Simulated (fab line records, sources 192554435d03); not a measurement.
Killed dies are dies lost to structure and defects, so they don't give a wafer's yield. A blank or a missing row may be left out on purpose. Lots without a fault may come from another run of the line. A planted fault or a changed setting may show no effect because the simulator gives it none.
fab line records | flow n5_finfet
record lots=5 wafers=15 last_day=18
route steps=1938 shown SD_EPI_P@325 SD_ACTIVATION@330 ILD0@335 SDB@347
lots that met no fault: from a run of the same line without faults
start_h: hours from the record's first day to the start of the lot's first wafer shown | wait_h: hours since the lot's step before | " the same as in the row above | L1.1+2: a row that stands for several wafers | - no value, or no start given | * or withheld: withheld | < > ~ a bound
route shown NAME@n: a module of which the file shows steps, and the number in the route of the first | usual: mean/standard deviation of fault-free wafers | same: alike in all rows | chamber/n: place in a boat | sites: the reading at each site | _std_site: their standard deviation | _edge_site: outer sites' mean less inner sites' | radius_mm: how far each site lies from the wafer's centre | mask NAME#n: copy n | behind: the tool/chamber that last shaped the wafer | hold: why the lot was held/for how many hours/how that ended | device: the transistor (n, p or np) that didn't switch | end of line: the same wafers' tests at the end of the route | a step without rows: its recipe alone | killed: dies lost to structure and defects at the first sort, not the wafer's yield | map: a wafer's dies, x killed, . not, _ none there
set.NAME: the setting as run; set.NAME@STEP: as run at that earlier step | model.NAME: the simulator's own value behind a step, which no gauge read
lots at some steps of the route; a table a step, a row a wafer
services: from which hour (start_h, from the record's first day; less than 0 if before it) a tool's chamber was out of use, for how many hours, and why
## steps
# step N5_SD_EPI_P_PRECLEAN_24
# recipe chemistry=O3/DIW time_s=45 temp_c=22 o3_ppm=10
# usual o3_ppm=9.98/0.1
# same time_s=45
# columns lot.wafer tool chamber start_h wait_h o3_ppm
L079.1 wet_bench-02 2 88.36 0.0 9.87
L079.2 " 4 " " 10.02
L079.5 " 0 " " 10.06
L084.2 wet_bench-02 5 119.41 0.0 10.03
L084.5 " 3 " " 10.10
L084.6 " 4 " " 9.95
L090.2 wet_bench-06 3 156.42 0.0 9.93
L090.3 " 2 " " 9.92
L090.4 " 7 " " 10.00
L092.1 wet_bench-04 3 166.60 0.0 10.01
L092.3 " 4 " " 9.95
L092.4 " 5 " " 10.06
L096.4 wet_bench-04 0 194.68 0.0 10.04
L096.5 " 2 " " 10.01
L096.6 " 5 " " 10.19
# step N5_SD_EPI_P_PRECLEAN_32
# recipe chemistry=dHF time_s=10 dilution=500:1 temp_c=25
# same time_s=10
# columns lot.wafer tool chamber start_h wait_h
L079.1+2+5 wet_bench-02 2,4,0 88.37 0.0
L084.2+5+6 wet_bench-02 5,3,4 119.42 0.0
L090.2+3+4 wet_bench-06 3,2,7 156.43 0.0
L092.1+3+4 wet_bench-04 3,4,5 166.62 0.0
L096.4+5+6 wet_bench-04 0,2,5 194.69 0.0
# step N5_SD_EPI_P_PRECLEAN_33
# recipe chemistry=SC2 time_s=45 temp_c=35 mix=1:1:50
# usual bath_guard_temp_C=35.1/0.49
# same time_s=45
# columns lot.wafer tool chamber start_h wait_h bath_guard_temp_C
L079.1 wet_bench-02 2 88.37 0.0 35.4
L079.2 " 4 " " 35.4
L079.5 " 0 " " 35.2
L084.2 wet_bench-02 5 119.42 0.0 34.9
L084.5 " 3 " " 35.6
L084.6 " 4 " " 35.1
L090.2 wet_bench-06 3 156.43 0.0 35.4
L090.3 " 2 " " 34.5
L090.4 " 7 " " 34.8
L092.1 wet_bench-04 3 166.62 0.0 35.1
L092.3 " 4 " " 35.6
L092.4 " 5 " " 35.4
L096.4 wet_bench-04 0 194.69 0.0 34.8
L096.5 " 2 " " 34.2
L096.6 " 5 " " 35.0
# step N5_SD_EPI_P_SRD_25
# recipe time_s=30 temp_c=23 rinse_liquid=diw dry=ipa_marangoni
# same time_s=30
# columns lot.wafer tool chamber start_h wait_h
L079.1+2+5 wet_bench-02 2,4,0 88.39 0.0
L084.2+5+6 wet_bench-02 5,3,4 119.44 0.0
L090.2+3+4 wet_bench-06 3,2,7 156.45 0.0
L092.1+3+4 wet_bench-04 3,4,5 166.63 0.0
L096.4+5+6 wet_bench-04 0,2,5 194.70 0.0
# step N5_SD_EPI_P_INSPECT_26
# recipe inspect_instrument=darkfield mode=post_epi
# usual raw_defect_count=179/37
# columns lot.wafer tool chamber start_h wait_h raw_defect_count
L079.1 defect_inspect-01 - 88.43 0.0 223
L079.2 " - " " 148
L079.5 " - " " 149
L084.2 defect_inspect-01 - 119.48 0.0 177
L084.5 " - " " 169
L084.6 " - " " 182
L090.2 defect_inspect-01 - 156.49 0.0 122
L090.3 " - " " 181
L090.4 " - " " 148
L092.1 defect_inspect-01 - 166.68 0.0 190
L092.3 " - " " 206
L092.4 " - " " 219
L096.4 defect_inspect-02 - 194.75 0.0 178
L096.5 " - " " 162
L096.6 " - " " 205
# step N5_SD_ACTIVATION_RTA_00
# recipe temp_c=975 time_s=0 ambient=N2 idle_temp_c=600 ramp_up_c_per_s=150 ramp_down_c_per_s=60 cool_to_c=600
# usual lamp_power_pct=8.97/0.056 lamp_zone_6_pct=8.879/0.026 wafer_temp_C_max=974.8/2
# same time_s=0
# columns lot.wafer tool chamber start_h wait_h lamp_power_pct lamp_zone_6_pct wafer_temp_C_max
L079.1 rtp_anneal-02 0 88.45 0.0 8.91 8.909 975.3
L079.2 " 0 " " 8.93 8.924 973.6
L079.5 " 0 " " 8.88 8.817 971.3
L084.2 rtp_anneal-01 0 119.53 0.1 8.99 8.838 975.2
L084.5 " 0 " " 8.85 8.904 971.3
L084.6 " 0 " " 8.91 8.869 975.1
L090.2 rtp_anneal-01 0 156.57 0.1 9.03 8.872 978.1
L090.3 " 0 " " 8.95 8.879 976.8
L090.4 " 0 " " 8.97 8.905 972.9
L092.1 rtp_anneal-01 0 166.70 0.0 8.87 8.904 974.7
L092.3 " 0 " " 8.95 8.897 970.6
L092.4 " 0 " " 8.98 8.864 973.4
L096.4 rtp_anneal-01 0 194.86 0.1 9.04 8.862 978.6
L096.5 " 0 " " 9.04 8.859 979.1
L096.6 " 0 " " 8.94 8.866 973.9
# step N5_SD_ACTIVATION_LSA_01
# recipe temp_c=1080 time_s=0.0008 ambient=N2
# usual wafer_temp_C_max=1086.8/1.3
# same time_s=0.0008
# columns lot.wafer tool chamber start_h wait_h wafer_temp_C_max
L079.1 laser_anneal-01 0 88.66 0.2 1087.8
L079.2 " 0 " " 1089.1
L079.5 " 0 " " 1086.4
L084.2 laser_anneal-01 0 119.74 0.2 1087.8
L084.5 " 0 " " 1087.5
L084.6 " 0 " " 1087.1
L090.2 laser_anneal-01 0 156.77 0.2 1086.5
L090.3 " 0 " " 1087.3
L090.4 " 0 " " 1089.7
L092.1 laser_anneal-01 0 166.90 0.2 1087.1
L092.3 " 0 " " 1086.4
L092.4 " 0 " " 1086.4
L096.4 laser_anneal-01 0 195.06 0.2 1087.6
L096.5 " 0 " " 1087.1
L096.6 " 0 " " 1090.6
# step N5_SD_ACTIVATION_RS_MEAS_03
# recipe thk_meas_gauge=four-point-probe
# usual RS_SD_N=21.9/0.3 RS_SD_P=56.2/0.93
# columns lot.wafer tool chamber start_h wait_h RS_SD_N[ohm/sq] RS_SD_P[ohm/sq]
L079.1 film_metro-02 - 88.86 0.2 22.0 54.5
L079.2 " - " " 21.9 55.3
L079.5 " - " " 21.9 56.5
L084.2 film_metro-02 - 119.93 0.2 21.9 55.6
L084.5 " - " " 22.0 55.5
L084.6 " - " " 22.1 55.3
L090.2 film_metro-02 - 156.97 0.2 21.6 55.3
L090.3 " - " " 22.0 55.4
L090.4 " - " " 22.1 54.8
L092.1 film_metro-01 - 167.11 0.2 21.8 56.4
L092.3 " - " " 21.7 56.0
L092.4 " - " " 21.8 56.3
L096.4 film_metro-02 - 195.23 0.1 22.1 56.6
L096.5 " - " " 21.7 55.7
L096.6 " - " " 21.6 56.0
# step N5_SD_ACTIVATION_INSPECT_02
# recipe inspect_instrument=darkfield mode=post_anneal
# usual raw_defect_count=182/37
# columns lot.wafer tool chamber start_h wait_h raw_defect_count
L079.1 defect_inspect-01 - 89.19 0.2 233
L079.2 " - " " 171
L079.5 " - " " 157
L084.2 defect_inspect-01 - 120.23 0.1 173
L084.5 " - " " 162
L084.6 " - " " 184
L090.2 defect_inspect-02 - 157.27 0.1 144
L090.3 " - " " 196
L090.4 " - " " 145
L092.1 defect_inspect-01 - 167.43 0.2 191
L092.3 " - " " 206
L092.4 " - " " 221
L096.4 defect_inspect-01 - 195.50 0.1 173
L096.5 " - " " 165
L096.6 " - " " 187
# step N5_ILD0_LINER_00
# recipe material=SiNx target_thk_a=40 temp_c=400 ald_precursor_family=SiH2I2 ald_co_reactant=N2/H2-plasma pulse_time_s=1 purge_time_s=2 co_reactant_purge_time_s=2 ald_cycles=80 pressure_torr=2
# usual heater_power_w=828/48 precursor_pulse_height_rel=0.999/0.022 susceptor_temp_C=400.01/0.21
# columns lot.wafer tool chamber start_h wait_h heater_power_w precursor_pulse_height_rel susceptor_temp_C
L079.1 ald_sin-04 1 90.88 1.7 863 1.008 399.99
L079.2 " 2 " " 808 0.982 400.05
L079.5 " 2 " " 825 0.990 400.27
L084.2 ald_sin-02 0 120.34 0.1 786 0.953 399.94
L084.5 " 3 " " 788 0.916 399.83
L084.6 " 2 " " 650 0.969 400.08
L090.2 ald_sin-04 3 157.50 0.2 797 1.000 399.98
L090.3 " 2 " " 809 1.028 400.13
L090.4 " 0 " " 887 0.980 400.18
L092.1 ald_sin-01 0 167.65 0.2 786 0.968 399.89
L092.3 " 3 " " 886 1.031 400.30
L092.4 " 0 " " 812 0.972 399.92
L096.4 ald_sin-01 1 195.72 0.2 794 1.026 400.37
L096.5 " 0 " " 818 1.029 399.94
L096.6 " 1 " " 796 0.981 400.09
# step N5_ILD0_FCVD_FILL_01
# recipe material=SiO2_flowable target_thk_a=2000 temp_c=100 pressure_torr=0.8 rf_w=2000 time_s=328.3
# usual susceptor_temp_C=100.01/0.12
# same time_s=328.3
# columns lot.wafer tool chamber start_h wait_h susceptor_temp_C
L079.1 fcvd-01 1 91.30 0.2 100.19
L079.2 " 0 " " 100.05
L079.5 " 0 " " 100.11
L084.2 fcvd-02 1 120.76 0.2 99.89
L084.5 " 0 " " 99.86
L084.6 " 1 " " 99.87
L090.2 fcvd-01 0 157.92 0.2 100.13
L090.3 " 1 " " 100.17
L090.4 " 0 " " 100.10
L092.1 fcvd-02 0 168.07 0.2 100.01
L092.3 " 0 " " 100.25
L092.4 " 1 " " 100.12
L096.4 fcvd-01 0 196.49 0.6 99.89
L096.5 " 0 " " 99.94
L096.6 " 0 " " 99.88
# step N5_ILD0_CURE_02
# recipe temp_c=450 time_s=1800 ambient=steam idle_temp_c=400 ramp_up_c_per_min=5 ramp_down_c_per_min=3 densification_p_h2o_torr=640
# same time_s=1800
# columns lot.wafer tool chamber start_h wait_h
L079.1+2+5 furnace-02 0 91.69 0.3
L084.2+5+6 furnace-01 0 121.15 0.3
L090.2+3+4 furnace-01 0 158.31 0.3
L092.1+3+4 furnace-03 0 168.46 0.3
L096.4+5+6 furnace-01 0 196.89 0.3
# step N5_ILD0_CMP_03
# recipe stop_on=SiNx t_overpolish_s=1.9 post_cmp_clean=alkaline_brush down_force_psi=4.1491 platen_rpm=51.796 pad_velocity_m_s=1.0306 target_thk_nm=197.38
# usual motor_current_A=12.8/1.2 overpolish_run_s=1.899/0.0089 time_to_endpoint_s=67/3.8
# columns lot.wafer tool chamber start_h wait_h motor_current_A overpolish_run_s time_to_endpoint_s
L079.1 cmp-04 3 93.25 0.0 11.4 1.888 60
L079.2 " 0 " " 12.3 1.904 64
L079.5 " 0 " " 12.5 1.908 61
L084.2 cmp-03 0 122.78 0.1 15.1 1.900 66
L084.5 " 2 " " 12.0 1.906 69
L084.6 " 3 " " 12.2 1.892 66
L090.4 cmp-01 2 159.87 0.0 12.7 1.894 71
L090.3 " 0 " " 11.3 1.892 71
L090.2 " 1 " " 14.7 1.901 71
L092.3 cmp-03 3 170.05 0.1 12.7 1.899 58
L092.4 " 0 " " 15.7 1.906 59
L092.1 " 1 " " 12.9 1.893 68
L096.4 cmp-01 2 198.48 0.1 12.2 1.893 67
L096.5 " 1 " " 15.5 1.903 69
L096.6 " 2 " " 13.2 1.909 69
# step N5_ILD0_THK_MEAS_04
# usual thk_nm=197.0/1.3
# columns lot.wafer tool chamber start_h wait_h thk_nm
L079.1 film_metro-01 - 93.54 - 197.4
L079.2 " - " " 195.9
L079.5 " - " " 196.7
L084.2 film_metro-01 - 123.00 - 194.4
L084.5 " - " " 196.6
L084.6 " - " " 194.9
L090.2 film_metro-02 - 160.16 - 197.6
L090.3 " - " " 197.9
L090.4 " - " " 198.4
L092.1 film_metro-02 - 170.31 - 198.3
L092.3 " - " " 194.4
L092.4 " - " " 193.0
L096.4 film_metro-01 - 198.74 - 198.4
L096.5 " - " " 196.1
L096.6 " - " " 197.4
# step N5_ILD0_CMP_07
# recipe stop_on=poly-Si material=SiO2_flowable t_overpolish_s=1.18 post_cmp_clean=alkaline_brush down_force_psi=4.1491 platen_rpm=51.796 pad_velocity_m_s=1.0306 target_thk_nm=138.88
# usual motor_current_A=12.7/1.2
# columns lot.wafer tool chamber start_h wait_h motor_current_A
L079.1 cmp-03 2 93.65 0.1 12.8
L079.2 " 3 " " 13.5
L079.5 " 1 " " 13.6
L084.2 cmp-01 3 123.03 0.0 11.6
L084.5 " 3 " " 11.1
L084.6 " 0 " " 11.4
L090.2 cmp-01 3 160.19 0.0 11.6
L090.4 " 0 " " 11.1
L090.3 " 2 " " 13.0
L092.4 cmp-03 1 170.38 0.1 12.4
L092.1 " 2 " " 12.2
L092.3 " 3 " " 12.5
L096.4 cmp-04 2 198.84 0.1 13.5
L096.6 " 0 " " 12.9
L096.5 " 1 " " 13.8
# step N5_ILD0_THK_MEAS_08
# usual thk_nm=138.0/1.5
# columns lot.wafer tool chamber start_h wait_h thk_nm
L079.1 film_metro-01 - 93.87 - 137.3
L079.2 " - " " 136.2
L079.5 " - " " 138.1
L084.2 film_metro-01 - 123.33 - 138.0
L084.5 " - " " 137.4
L084.6 " - " " 139.3
L090.2 film_metro-01 - 160.49 - 138.2
L090.3 " - " " 138.1
L090.4 " - " " 138.8
L092.1 film_metro-01 - 170.64 - 138.2
L092.3 " - " " 137.6
L092.4 " - " " 139.2
L096.4 film_metro-02 - 199.07 - 141.0
L096.5 " - " " 137.9
L096.6 " - " " 138.2
# step N5_ILD0_PRECLEAN_10
# recipe chemistry=NF3:NH3 afs_cycles=5 time_s=20 temp_c=30 sublimation_temp_c=180 sublimation_time_s=60 pressure_torr=3 rf_power_w=30
# same time_s=20
# columns lot.wafer tool chamber start_h wait_h
L079.1+2+5 remote_plasma-02 0 93.90 0.0
L084.2+5+6 remote_plasma-02 1 123.47 0.1
L090.2+3+4 remote_plasma-02 0 160.63 0.1
L092.1+3+4 remote_plasma-02 1 170.68 0.0
L096.4+5+6 remote_plasma-01 1 199.43 0.4
# step N5_ILD0_ALD_15
# recipe material=SiNx target_thk_a=240 temp_c=400 ald_precursor_family=SiH2I2 ald_co_reactant=N2/H2-plasma pulse_time_s=1 ald_cycles=480 purge_time_s=2 co_reactant_purge_time_s=2 pressure_torr=2
# usual heater_power_w=827/62 precursor_pulse_height_rel=1.000/0.022 susceptor_temp_C=400.01/0.22
# columns lot.wafer tool chamber start_h wait_h heater_power_w precursor_pulse_height_rel susceptor_temp_C
L079.1 ald_sin-04 1 94.62 0.6 849 0.991 399.98
L079.2 " 3 " " 790 0.967 399.60
L079.5 " 0 95.70 1.2 876 0.998 399.98
L084.2 ald_sin-04 2 124.04 0.5 839 0.968 399.91
L084.5 " 0 125.13 1.2 899 0.990 399.85
L084.6 " 3 " " 819 0.994 400.21
L090.2 ald_sin-02 1 161.20 0.5 930 1.000 399.78
L090.3 " 2 " " 652 0.999 400.28
L090.4 " 3 " " 778 0.987 400.13
L092.1 ald_sin-01 3 171.47 0.7 843 0.985 399.99
L092.3 " 2 " " 809 1.007 399.84
L092.4 " 0 172.55 1.4 811 1.031 400.15
L096.4 ald_sin-02 1 199.79 0.2 867 0.990 400.01
L096.5 " 2 200.87 1.2 639 1.027 400.32
L096.6 " 3 " " 774 1.010 400.53
# step N5_ILD0_CMP_12
# recipe stop_on=poly-Si material=SiNx t_overpolish_s=6 post_cmp_clean=alkaline_brush down_force_psi=2.5 platen_rpm=51.8 pad_velocity_m_s=1.0307 target_thk_nm=17.67
# usual motor_current_A=9.3/0.81 overpolish_run_s=5.999/0.0094 time_to_endpoint_s=28/3.3
# columns lot.wafer tool chamber start_h wait_h motor_current_A overpolish_run_s time_to_endpoint_s
L079.2 cmp-01 0 96.86 1.2 8.2 6.009 27
L079.1 " 1 " " 11.3 6.007 27
L079.5 " 3 " " 8.7 5.996 26
L084.2 cmp-01 1 126.32 1.2 11.1 5.991 28
L084.6 " 3 " " 8.6 5.992 27
L084.5 " 0 " " 8.0 6.008 27
L090.3 cmp-03 1 163.41 1.1 9.7 5.997 29
L090.2 " 3 " " 9.0 5.984 23
L090.4 " 0 " " 10.9 5.979 19
L092.3 cmp-04 1 173.67 1.1 9.8 6.016 29
L092.4 " 3 " " 8.8 6.008 26
L092.1 " 0 " " 8.8 6.006 29
L096.4 cmp-04 0 202.08 1.2 9.0 5.998 28
L096.5 " 2 " " 9.9 6.001 34
L096.6 " 3 " " 8.5 5.986 26
# step N5_ILD0_THK_MEAS_13
# usual thk_nm=17.1/1.4
# columns lot.wafer tool chamber start_h wait_h thk_nm
L079.1 film_metro-01 - 97.11 - 17.9
L079.2 " - " " 18.0
L079.5 " - " " 17.4
L084.2 film_metro-02 - 126.54 - 18.4
L084.5 " - " " 19.2
L084.6 " - " " 17.9
L090.2 film_metro-01 - 163.70 - 15.2
L090.3 " - " " 17.8
L090.4 " - " " 14.6
L092.1 film_metro-02 - 173.96 - 16.7
L092.3 " - " " 16.3
L092.4 " - " " 16.6
L096.4 film_metro-01 - 202.30 - 17.3
L096.5 " - " " 18.7
L096.6 " - " " 16.5
# step N5_ILD0_INSPECT_06
# recipe inspect_instrument=darkfield mode=post_cmp
# usual raw_defect_count=41/18
# columns lot.wafer tool chamber start_h wait_h raw_defect_count
L079.1 defect_inspect-02 - 97.14 0.0 46
L079.2 " - " " 28
L079.5 " - " " 29
L084.2 defect_inspect-02 - 126.57 0.0 38
L084.5 " - " " 32
L084.6 " - " " 75
L090.2 defect_inspect-02 - 163.73 0.0 31
L090.3 " - " " 29
L090.4 " - " " 30
L092.1 defect_inspect-01 - 173.99 0.0 33
L092.3 " - " " 28
L092.4 " - " " 25
L096.4 defect_inspect-02 - 202.32 0.0 55
L096.5 " - " " 81
L096.6 " - " " 39
# step N5_SDB_HM_DEP_00
# recipe material=SiNx target_thk_a=400 temp_c=400 precursor=SiH4/NH3/N2 pressure_torr=1.5 rf_w=300 time_s=35.3
# usual heater_power_w=800/110 showerhead_plenum_p_Torr=5.14/0.08 susceptor_temp_C=399.97/0.24 throttle_valve_pct=40.1/2.2
# same time_s=35.3
# columns lot.wafer tool chamber start_h wait_h heater_power_w showerhead_plenum_p_Torr susceptor_temp_C throttle_valve_pct
L079.1 pecvd-03 2 97.17 0.0 919 5.24 399.71 37.0
L079.2 " 1 " " 737 5.03 400.10 40.2
L079.5 " 1 " " 730 5.03 399.96 40.4
L084.2 pecvd-02 0 126.60 0.0 768 5.18 400.14 40.7
L084.5 " 2 " " 759 5.20 400.33 38.5
L084.6 " 1 " " 679 5.26 400.19 43.9
L090.2 pecvd-02 2 163.76 0.0 634 5.21 399.73 38.8
L090.3 " 1 " " 704 5.25 400.35 43.9
L090.4 " 0 " " 743 5.17 400.18 40.7
L092.1 pecvd-03 1 174.02 0.0 828 5.03 400.11 40.3
L092.3 " 0 " " 988 5.05 400.23 40.5
L092.4 " 2 " " 896 5.24 399.84 37.0
L096.4 pecvd-02 2 202.39 0.1 724 5.22 399.90 38.7
L096.5 " 0 " " 738 5.18 399.43 40.8
L096.6 " 1 " " 691 5.26 400.10 43.6
# step N5_SDB_COAT_03
# recipe resist=SOC temp_c=250 time_s=60 spin_rpm=1500 resist_thk_nm=100
# same time_s=60
# columns lot.wafer tool chamber start_h wait_h
L079.1+2+5 litho_track-05 0 97.26 0.1
L084.2+5+6 litho_track-03 0 126.69 0.1
L090.2+3+4 litho_track-01 0 163.84 0.1
L092.1+3+4 litho_track-05 0 174.10 0.1
L096.4+5+6 litho_track-05 0 202.44 0.0
# step N5_SDB_COAT_04
# recipe resist=SiARC temp_c=220 time_s=60 spin_rpm=1500 resist_thk_nm=18
# same time_s=60
# columns lot.wafer tool chamber start_h wait_h
L079.1+2+5 litho_track-05 0 - -
L084.2+5+6 litho_track-03 0 - -
L090.2+3+4 litho_track-01 0 - -
L092.1+3+4 litho_track-05 0 - -
L096.4+5+6 litho_track-05 0 - -
# step N5_SDB_COAT_05
# recipe resist=CAR-ArF spin_rpm=1500 resist_thk_nm=90
# columns lot.wafer tool chamber start_h wait_h
L079.1+2+5 litho_track-05 0 - -
L084.2+5+6 litho_track-03 0 - -
L090.2+3+4 litho_track-01 0 - -
L092.1+3+4 litho_track-05 0 - -
L096.4+5+6 litho_track-05 0 - -
# step N5_SDB_EBR_07
# recipe solvent=PGMEA ebr_width_mm=1.5
# columns lot.wafer tool chamber start_h wait_h
L079.1+2+5 litho_track-05 0 - -
L084.2+5+6 litho_track-03 0 - -
L090.2+3+4 litho_track-01 0 - -
L092.1+3+4 litho_track-05 0 - -
L096.4+5+6 litho_track-05 0 - -
# step N5_SDB_SOFTBAKE_06
# recipe temp_c=110 time_s=60 resist=CAR-ArF
# same time_s=60
# columns lot.wafer tool chamber start_h wait_h
L079.1+2+5 litho_track-05 0 - -
L084.2+5+6 litho_track-03 0 - -
L090.2+3+4 litho_track-01 0 - -
L092.1+3+4 litho_track-05 0 - -
L096.4+5+6 litho_track-05 0 - -
# step N5_SDB_EXPOSE_08
# recipe mask_id=SDB na=1.35 source_shape=conventional sigma_outer=0.5 polarization=unpolarized dose_mj=49.6
# columns lot.wafer tool chamber start_h wait_h mask
L079.1+2+5 arfi_scanner-02 0 97.50 - SDB#0
L084.2+5+6 arfi_scanner-03 0 126.81 - SDB#0
L090.2+3+4 arfi_scanner-01 0 164.09 - SDB#0
L092.1+3+4 arfi_scanner-02 0 174.35 - SDB#0
L096.4+5+6 arfi_scanner-03 0 202.58 - SDB#0
# step N5_SDB_PEB_09
# recipe peb_temp_c=withheld peb_time_s=60 resist=CAR-ArF
# columns lot.wafer tool chamber start_h wait_h
L079.1+2+5 litho_track-01 0 97.56 0.1
L084.2+5+6 litho_track-05 0 126.86 0.0
L090.2+3+4 litho_track-05 0 164.15 0.0
L092.1+3+4 litho_track-03 0 174.41 0.1
L096.4+5+6 litho_track-01 0 202.62 0.0
# step N5_SDB_DEVELOP_10
# recipe develop_time_s=30 developer=TMAH resist=CAR-ArF rinse_liquid=diw dry=air_spin dev_temp_c=23
# columns lot.wafer tool chamber start_h wait_h
L079.1+2+5 litho_track-01 0 - -
L084.2+5+6 litho_track-05 0 - -
L090.2+3+4 litho_track-05 0 - -
L092.1+3+4 litho_track-03 0 - -
L096.4+5+6 litho_track-01 0 - -
# step N5_SDB_CD_MEAS_11
# recipe target_cd_nm=50 landing_energy_ev=500 detector=se_inlens polarity=opening
# usual cd_nm=49.7/2
# columns lot.wafer tool chamber start_h wait_h cd_nm
L079.1 cd_sem-03 0 97.62 - 50.0
L079.2 " 0 " " 48.7
L079.5 " 0 " " 45.4
L084.2 cd_sem-02 0 126.93 - 52.8
L084.5 " 0 " " 49.6
L084.6 " 0 " " 51.8
L090.2 cd_sem-03 0 164.21 - 48.1
L090.3 " 0 " " 51.3
L090.4 " 0 " " 47.9
L092.1 cd_sem-03 0 174.47 - 50.8
L092.3 " 0 " " 51.5
L092.4 " 0 " " 50.5
L096.4 cd_sem-02 0 202.69 - 47.3
L096.5 " 0 " " 47.0
L096.6 " 0 " " 45.2
# step N5_SDB_OVL_MEAS_12
# recipe points_per_wafer=44
# usual SDB_OVL=-0.1/0.82
# columns lot.wafer tool chamber start_h wait_h SDB_OVL[nm]
L079.1 overlay-01 0 97.66 0.0 1.2
L079.2 " 0 " " 0.7
L079.5 " 0 " " 0.2
L084.2 overlay-02 0 126.96 0.0 0.6
L084.5 " 0 " " 0.4
L084.6 " 0 " " -0.4
L090.2 overlay-02 0 164.24 0.0 1.1
L090.3 " 0 " " -0.1
L090.4 " 0 " " 0.9
L092.1 overlay-02 0 174.50 0.0 0.5
L092.3 " 0 " " -0.8
L092.4 " 0 " " 0.0
L096.4 overlay-01 0 202.72 0.0 -1.2
L096.5 " 0 " " 0.3
L096.6 " 0 " " -0.5
# step N5_SDB_INSPECT_13
# recipe mode=adi inspect_instrument=brightfield
# usual raw_defect_count=85/35
# columns lot.wafer tool chamber start_h wait_h raw_defect_count
L079.1 defect_inspect-01 - 97.68 0.0 171
L079.2 " - " " 55
L079.5 " - " " 68
L084.2 defect_inspect-01 - 126.99 0.0 62
L084.5 " - " " 35
L084.6 " - " " 126
L090.2 defect_inspect-01 - 164.27 0.0 43
L090.3 " - " " 77
L090.4 " - " " 48
L092.1 defect_inspect-02 - 174.53 0.0 97
L092.3 " - " " 75
L092.4 " - " " 62
L096.4 defect_inspect-02 - 202.74 0.0 49
L096.5 " - " " 92
L096.6 " - " " 75
# step N5_SDB_DESCUM_16
# recipe chemistry=O2 time_s=7.9 source_power_w=50 bias_power_w=20 pressure_mtorr=20 rf_frequency_hz=2.712e+07 temp_c=40 resist=CAR-ArF o2_flow_sccm=225
# usual chamber_pressure_mTorr=20.000/0.019 drypump_motor_current_A=5.7/0.35 oes_product_au=0.78/0.089 rf_vpp_V=243.3/1.4 showerhead_plenum_p_Torr=2.10/0.084 throttle_valve_pct=20.46/0.2
# same time_s=7.9
# columns lot.wafer tool chamber start_h wait_h chamber_pressure_mTorr drypump_motor_current_A oes_product_au rf_hours_counter_h rf_vpp_V showerhead_plenum_p_Torr throttle_valve_pct
L079.1 rie_diel-05 3 97.71 0.0 20.009 5.3 0.67 246 243.2 2.04 20.94
L079.2 " 0 " " 20.017 5.8 0.76 161 242.7 2.06 20.17
L079.5 " 0 " " 19.997 5.8 0.76 - 243.2 2.06 20.19
L084.2 rie_diel-01 1 127.02 0.0 19.982 5.9 0.83 82 245.4 2.23 20.43
L084.5 " 3 " " 19.995 5.1 0.66 - 240.9 1.97 20.59
L084.6 " 0 " " 20.008 6.2 0.81 - 243.6 2.09 20.34
L090.2 rie_diel-03 0 164.30 0.0 20.012 5.6 0.70 189 243.6 2.16 20.83
L090.3 " 2 " " 20.003 5.7 0.75 162 243.0 2.00 20.36
L090.4 " 1 " " 19.974 5.4 0.70 210 242.4 1.98 20.56
L092.1 rie_diel-03 3 174.95 0.4 20.014 5.6 0.83 63 243.7 2.12 20.29
L092.3 " 1 " " 20.018 5.4 0.70 214 241.2 1.97 20.58
L092.4 " 0 " " 19.999 5.6 0.71 194 244.7 2.16 20.83
L096.4 rie_diel-01 2 202.91 0.2 20.004 6.2 0.94 - 243.8 2.12 20.30
L096.5 " 3 " " 20.004 5.1 0.92 - 244.8 2.22 20.15
L096.6 " 0 " " 19.999 6.2 0.77 - 244.1 2.08 20.42
# step N5_SDB_ETCH_17
# recipe chemistry=CF4 target=SiARC target_depth_a=234 mask_material=CAR-ArF time_s=39 ion_energy_ev=80 pressure_mtorr=40 source_w=545 bias_w=36 Ar_flow_sccm=100 cf4_flow_sccm=100 ends=cleared
# usual chamber_pressure_mTorr=40.00/0.036 drypump_motor_current_A=5.7/0.35 etch_rf_on_time_s=38.1/1.1 oes_product_au=0.68/0.076 rf_vpp_V=184.1/1.2 showerhead_plenum_p_Torr=2.15/0.073 throttle_valve_pct=15.69/0.24
# columns lot.wafer tool chamber start_h wait_h chamber_pressure_mTorr drypump_motor_current_A etch_rf_on_time_s oes_product_au rf_hours_counter_h rf_vpp_V showerhead_plenum_p_Torr throttle_valve_pct
L079.1 rie_diel-05 3 97.75 0.0 39.98 5.3 38.0 0.59 246 184.4 2.10 16.23
L079.2 " 0 " " 39.97 5.8 38.7 0.65 161 183.8 2.11 15.49
L079.5 " 0 " " 40.03 5.8 38.7 0.65 - 183.6 2.11 15.51
L084.2 rie_diel-01 1 127.05 0.0 40.05 5.9 39.4 0.70 82 185.9 2.23 15.35
L084.5 " 3 " " 40.05 5.1 38.9 0.57 - 182.6 2.02 15.75
L084.6 " 0 " " 40.02 6.2 36.9 0.71 - 183.8 2.18 15.74
L090.2 rie_diel-03 0 164.34 0.0 39.99 5.5 37.7 0.62 189 184.5 2.20 16.02
L090.3 " 2 " " 40.04 5.7 38.3 0.64 162 183.7 2.06 15.64
L090.4 " 1 " " 40.02 5.4 37.8 0.61 210 183.6 2.04 15.90
L092.1 rie_diel-03 3 174.99 0.0 40.07 5.6 37.3 0.73 63 185.1 2.18 15.46
L092.3 " 1 " " 39.98 5.4 38.1 0.61 214 184.1 2.04 15.89
L092.4 " 0 " " 39.93 5.5 38.0 0.61 194 185.2 2.20 16.02
L096.4 rie_diel-01 2 202.95 0.0 40.00 6.2 37.6 0.80 - 183.9 2.19 15.56
L096.5 " 3 " " 40.03 5.2 38.6 0.80 - 185.9 2.26 15.28
L096.6 " 0 " " 40.07 6.2 37.8 0.68 - 184.4 2.16 15.82
## services
# columns tool chamber start_h hours kind
cmp-04 - 74.39 9.3 pm
arfi_scanner-02 - 74.55 1.0 pm
wet_bench-04 - 77.61 2.7 repair
arfi_scanner-03 - 80.48 1.0 pm
ald_sin-02 - 81.80 28.1 pm
ald_sin-01 - 85.30 14.0 pm
rie_diel-01 - 87.14 1.0 repair
fcvd-02 - 89.55 0.6 repair
rtp_anneal-01 - 95.01 1.2 pm
ald_sin-01 1 103.98 88.0 repair
arfi_scanner-03 - 104.87 0.8 pm
arfi_scanner-03 - 127.17 4.9 pm
cmp-03 - 132.68 4.0 pm
cmp-01 - 138.97 12.9 pm
rie_diel-01 - 141.22 1.0 repair
rie_diel-05 - 143.37 14.6 pm
rie_diel-03 3 149.91 2.5 repair
cmp-01 - 152.89 1.3 repair
cmp-04 - 157.62 7.9 pm
remote_plasma-02 - 168.94 0.4 repair
ald_sin-04 - 170.99 6.1 pm
fcvd-01 - 172.63 1.0 repair
ald_sin-02 - 177.62 14.0 pm
cmp-03 - 200.72 4.6 pm
## key
fault none
